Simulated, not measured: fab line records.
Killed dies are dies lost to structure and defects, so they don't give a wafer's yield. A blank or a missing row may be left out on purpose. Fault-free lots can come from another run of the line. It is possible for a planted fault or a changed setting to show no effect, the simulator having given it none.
Check of tool commonality	flow n5_finfet	8 lots and 24 wafers in the sample

## THE REASON FOR OPENING IT
Flagged at N5_BEOL_M1_INSPECT_30: reading raw_defect_count, on 2 of 8 lots. Fault-free wafers read 383, with a standard deviation of 79.
Rule: a lot is flagged when every wafer of it that has a number lies more than 4 standard deviations from that mean, or none has a number. The other lots count as sound.

lot	measured	on	raw_defect_count, wafer by wafer	flag
L167	day 6 15:08	defect_inspect-02	379 504 553	
L170	day 6 23:19	defect_inspect-02	334 314 276	
L173	day 7 23:19	defect_inspect-02	514 360 304	
L180	day 9 15:26	defect_inspect-01	1553 1588 1441	FLAGGED
L182	day 10 01:32	defect_inspect-02	1493 1527 1541	FLAGGED
L181	day 10 01:39	defect_inspect-01	309 268 572	
L187	day 11 08:20	defect_inspect-02	455 376 332	
L188	day 11 10:44	defect_inspect-02	382 344 344	
Average over the flagged lots: 1524; offset from the usual +1141, equal to +14 standard deviations.

## EACH LOT AND THE TOOL IT RAN ON
The record holds 2 process steps before the reading, out of a route of 1938 steps. Read each cell as the tool, then ch plus the chambers that the sampled wafers visited, then the start.
lot	flag	N5_BEOL_M1_DESCUM_16	N5_BEOL_M1_STRIP_19
L167		rie_diel-01 ch 0,2,3, day 6 14:02	rie_diel-03 ch 0,2,3, day 6 14:34
L170		rie_diel-01 ch 0,1, day 6 22:10	rie_diel-03 ch 0,1,2, day 6 22:43
L173		rie_diel-03 ch 1,3, day 7 22:16	rie_diel-01 ch 0,2, day 7 22:42
L180	FLAGGED	rie_diel-01 ch 0,1,2, day 9 14:29	rie_diel-03 ch 0,1,2, day 9 14:50
L182	FLAGGED	rie_diel-03 ch 1,2,3, day 10 00:35	rie_diel-03 ch 1,2, day 10 00:56
L181		rie_diel-04 ch 1,3, day 10 00:46	rie_diel-01 ch 0,1,2, day 10 01:07
L187		rie_diel-04 ch 0,2,3, day 11 07:23	rie_diel-04 ch 0,2,3, day 11 07:44
L188		rie_diel-03 ch 0,1,3, day 11 09:55	rie_diel-01 ch 0,2,3, day 11 10:16
What is done by these steps:
- N5_BEOL_M1_DESCUM_16: chemistry O2, time 7 s.
- N5_BEOL_M1_STRIP_19: strips in O2.
- N5_BEOL_M1_INSPECT_30: inspects for defects (brightfield).

## FLAGGED AGAINST TOTAL, ONE TOOL AT A TIME (gauges that did the reading follow at the end)
step	tool	lots run	flagged	share of the flagged lots	sound lots run after its first flagged lot
N5_BEOL_M1_DESCUM_16	rie_diel-01	3	1	some	0
N5_BEOL_M1_DESCUM_16	rie_diel-03	3	1	some	1 (L188)
N5_BEOL_M1_DESCUM_16	rie_diel-04	2	0	none	-
N5_BEOL_M1_STRIP_19	rie_diel-01	3	0	none	-
N5_BEOL_M1_STRIP_19	rie_diel-03	4	2	all	0
N5_BEOL_M1_STRIP_19	rie_diel-04	1	0	none	-
N5_BEOL_M1_INSPECT_30	defect_inspect-01	2	1	some	1 (L181)
N5_BEOL_M1_INSPECT_30	defect_inspect-02	6	1	some	2 (L187,L188)

## THE TABLE: WHAT IT ALLOWS
Rows of the table that ran each flagged lot: 1, that is rie_diel-03 at N5_BEOL_M1_STRIP_19.
- rie_diel-03 at N5_BEOL_M1_STRIP_19: 2 of its 4 lots flagged. Last sound lot L170 at day 6 22:43, first flagged lot L180 at day 9 14:50; a fault beginning in between fits.
Just one tool remains: rie_diel-03 at N5_BEOL_M1_STRIP_19.

## WHAT HAD BEEN PUT IN BY THE SIMULATOR
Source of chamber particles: rie_diel-03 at N5_BEOL_M1_STRIP_19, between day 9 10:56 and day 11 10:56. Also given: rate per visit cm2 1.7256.
Struck lots among those shown: L180, L182. This agrees with what the rule above found.
